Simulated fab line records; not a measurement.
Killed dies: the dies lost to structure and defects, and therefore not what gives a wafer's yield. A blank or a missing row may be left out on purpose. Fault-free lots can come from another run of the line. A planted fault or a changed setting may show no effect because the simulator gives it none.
Comparing a struck lot with a sound one :: flow n5Finfet :: 44 steps out of a route of 1938
Sound: the wafers L381.2, L381.4, L381.5. Struck: wafer L388.1 (left out: L388.2, L388.3 of the same lot, which were not struck); the cause appears at the end.
Per side, at each step with rows, come the tool, then ch with its chambers, and then its first start. Under that, the readings that differ: sound wafers :: struck wafers :: difference of the means :: sigmas: that difference in standard deviations of wafers without a fault.
alike: readings with means less than 2 such deviations apart, plus words and numbers identical on both sides. not compared: withheld readings, readings lacking a value on some wafer, bounds such as >300 that could conceal the same value, and numbers that have no deviation in the record and whose values overlap.
The two part at a step that has a row with sigmas, a row that says differs or no value, or rows on one side only. When numbers do not overlap yet have no deviation, they are printed without sigmas and do not part them. A reading missing from all wafers of one side parts the sides only when that side holds two or more wafers.

first, 1 step without rows for these wafers: N5_BEOL_M2_ANNEAL_95 (time 240 s).
N5_BEOL_M2_SPUTTER_96: material Cu, target thk 4.5 nm, time 8.29 s.
  sound on pvdSputter-01 at day 8 21:01; struck on pvdSputter-02 at day 10 14:15
  alike: chuckGasFlowSccm, throttleValvePct
then, 1 step without rows for these wafers: N5_BEOL_M2_ECD_50 (material Cu, target thk 300 nm).
N5_BEOL_M2_ANNEAL_51: time 90 s.
  sound on rtpAnneal-02 ch 0, day 8 21:16; struck on rtpAnneal-01 ch 0, day 10 14:44
reading: wafer_temp_C_max
sound: 226.2 226.2 226.1
struck: 225.5
difference: -0.7
sigmas: -2
N5_BEOL_M2_CMP_52: polishes, stops on SiOC, t overpolish 6.8 s, target thk 40 nm.
  sound on cmp-04 ch 0,3, day 8 21:33; struck on cmp-02 ch 3, day 10 15:33
reading: overpolishRunS (s)
sound: 6.788 6.787 6.802
struck: 6.815
difference: +0.023
sigmas: +3
  alike: barrierFieldEndpointS, motorCurrentA, timeToEndpointS
N5_BEOL_M2_THK_MEAS_53: measures by xrf.
  sound on filmMetro-02 at day 8 21:48; struck on filmMetro-01 at day 10 15:50
reading: M2_THK (nm)
sound: 40.4 40.6 40.8
struck: 37.5
difference: -3.1
sigmas: -3
then, 3 steps without rows for these wafers: N5_BEOL_M2_PRE_CLEAN_60 (time 15 s); N5_BEOL_M2_CO_CAP_55 (material Co, precursor CCTBA/H2, target thk 2 nm, time 102.1 s); N5_BEOL_M2_PRE_CLEAN_56 (time 15 s).
N5_BEOL_M2_DEP_57: deposits SiCN from 3MS/NH3, target thk 8 nm, time 14 s.
  sound on pecvd-02 ch 0,1,2, day 8 22:00; struck on pecvd-01 ch 2, day 10 16:03
reading: chamberPressureTorr (Torr)
sound: 2.997 2.993 2.998
struck: 3.010
difference: +0.014
sigmas: +2
  alike: showerheadPlenumPTorr, showerheadVppV, throttleValvePct
N5_BEOL_M2_RS_MEAS_58: a four-point-probe measurement.
  sound on filmMetro-01 at day 8 22:04; struck on filmMetro-02 at day 10 16:07
reading: M2_RS (ohm/sq)
sound: 0.648 0.639 0.636
struck: 0.713
difference: +0.072
sigmas: +3
N5_BEOL_M2_INSPECT_59: inspects for defects (darkfield).
  sound on defectInspect-02 at day 8 22:05; struck on defectInspect-02 at day 10 16:08
  alike: rawDefectCount
N5_BEOL_M3_ILD_DEP_00: deposits SiOC from DEMS/O2, target thk 79 nm, time 15.3 s.
  sound on pecvd-01 ch 0,1,2, day 8 22:08; struck on pecvd-04 ch 2, day 10 16:11
reading: showerheadVppV (V)
sound: 1375 1427 1275
struck: 1485
difference: +126
sigmas: +2

reading: model.SiOC_of_BEOL_M3_ILD_DEP_00.thkNm (nm)
sound: 78.6 80 80
struck: 41.8
difference: -37.7
sigmas: 
  alike: chamberPressureTorr, heaterPowerW, showerheadPlenumPTorr, throttleValvePct
N5_BEOL_M3_THK_MEAS_01:
  sound on filmMetro-01 at day 8 22:11; struck on filmMetro-01 at day 10 16:14
reading: M3_ILD_THK (nm)
sound: 78.6 79.9 80.0
struck: 41.8
difference: -37.7
sigmas: -38
then, 11 steps without rows for these wafers: N5_BEOL_M3_PECVD_72 (deposits SiO2 from TEOS/O2, target thk 16 nm, time 18 s); N5_BEOL_M3_HM_DEP_02 (deposits TiN, target thk 20 nm); N5_BEOL_M3_COAT_61 (time 60 s, resist thk 60 nm); N5_BEOL_M3_COAT_62 (time 60 s, resist thk 12 nm); N5_BEOL_M3_COAT_73 (time 60 s, resist thk 5 nm); N5_BEOL_M3_COAT_05 (resist thk 30 nm); N5_BEOL_M3_EBR_07; N5_BEOL_M3_SOFTBAKE_06 (time 60 s); N5_BEOL_M3_EXPOSE_08 (exposes mask M3); N5_BEOL_M3_PEB_09 (peb time 60 s); N5_BEOL_M3_DEVELOP_10 (develop time 30 s).
N5_BEOL_M3_CD_MEAS_11 targets a cd of 17.05 nm.
  sound on cdSem-02 ch 0, day 8 23:40; struck on cdSem-03 ch 0, day 10 18:19
  alike: cdNm
N5_BEOL_M3_OVL_MEAS_12:
  sound on overlay-01 ch 0, day 8 23:43; struck on overlay-01 ch 0, day 10 18:21
  alike: M3_OVL
N5_BEOL_M3_INSPECT_13: inspects for defects (brightfield).
  sound on defectInspect-01 at day 8 23:46; struck on defectInspect-01 at day 10 18:25
  alike: rawDefectCount
then, 6 steps without rows for these wafers: N5_BEOL_M3_DESCUM_16 (chemistry O2, time 7 s); N5_BEOL_M3_ETCH_74 (etches underlayer in N2/H2, target depth 6.5 nm, time 5.2 s); N5_BEOL_M3_ETCH_63 (etches SiARC in CF4, target depth 15.6 nm, time 26 s); N5_BEOL_M3_ETCH_64 (etches SOC in N2/H2, target depth 75 nm, overetch 15 nm, time 112.5 s); N5_BEOL_M3_STRIP_65 (strips in N2/H2); N5_BEOL_M3_STRIP_75 (strips in N2/H2).
N5_BEOL_M3_STRIP_66: strips in CF4.
  sound on rieDiel-02 ch 2,3, day 9 00:00; struck on rieDiel-02 ch 2, day 10 18:39
  alike: drypumpMotorCurrentA, oesProductAu, rfVppV, showerheadPlenumPTorr, throttleValvePct
  not compared: rfHoursCounterH
then, 2 steps without rows for these wafers: N5_BEOL_M3_HM_OPEN_17 (chemistry Cl2/BCl3, target TiN, target depth 20 nm, overetch 6 nm); N5_BEOL_M3_STRIP_19 (strips in O2).
N5_BEOL_M3_CD_MEAS_18: pitch 36 nm, target cd 18 nm.
  sound on cdSem-03 at day 9 00:13; struck on cdSem-02 at day 10 18:52
  alike: cdNm
then, 4 steps without rows for these wafers: N5_BEOL_M3_COAT_67 (time 60 s, resist thk 60 nm); N5_BEOL_M3_COAT_68 (time 60 s, resist thk 12 nm); N5_BEOL_M3_COAT_76 (time 60 s, resist thk 5 nm); N5_BEOL_M3_COAT_22 (resist thk 30 nm).
N5_BEOL_M3_CMP_52: polishes, stops on SiOC, t overpolish 6.8 s, target thk 40 nm.
  sound on cmp-04 ch 0,1,2, day 9 08:46; struck on cmp-04 ch 0, day 11 01:50
reading: model.Cu_of_BEOL_M3_ECD_50.thkNm (nm)
sound: 39.4 41 40.8
struck: 4.2
difference: -36.2
sigmas: 

reading: model.SiOC_of_BEOL_M3_ILD_DEP_00.thkNm (nm)
sound: 75.6 77 77
struck: 38.8
difference: -37.7
sigmas: 
  alike: motorCurrentA
N5_BEOL_M4_RC_MEAS_101:
  the record has rows for the sound wafers here (prober-01 ch 0, day 9 20:46) and none for the struck ones

== WHERE THEY PART ==
First at N5_BEOL_M2_ANNEAL_51; last, within this record, at N5_BEOL_M4_RC_MEAS_101.

WHY: what the simulator had put in
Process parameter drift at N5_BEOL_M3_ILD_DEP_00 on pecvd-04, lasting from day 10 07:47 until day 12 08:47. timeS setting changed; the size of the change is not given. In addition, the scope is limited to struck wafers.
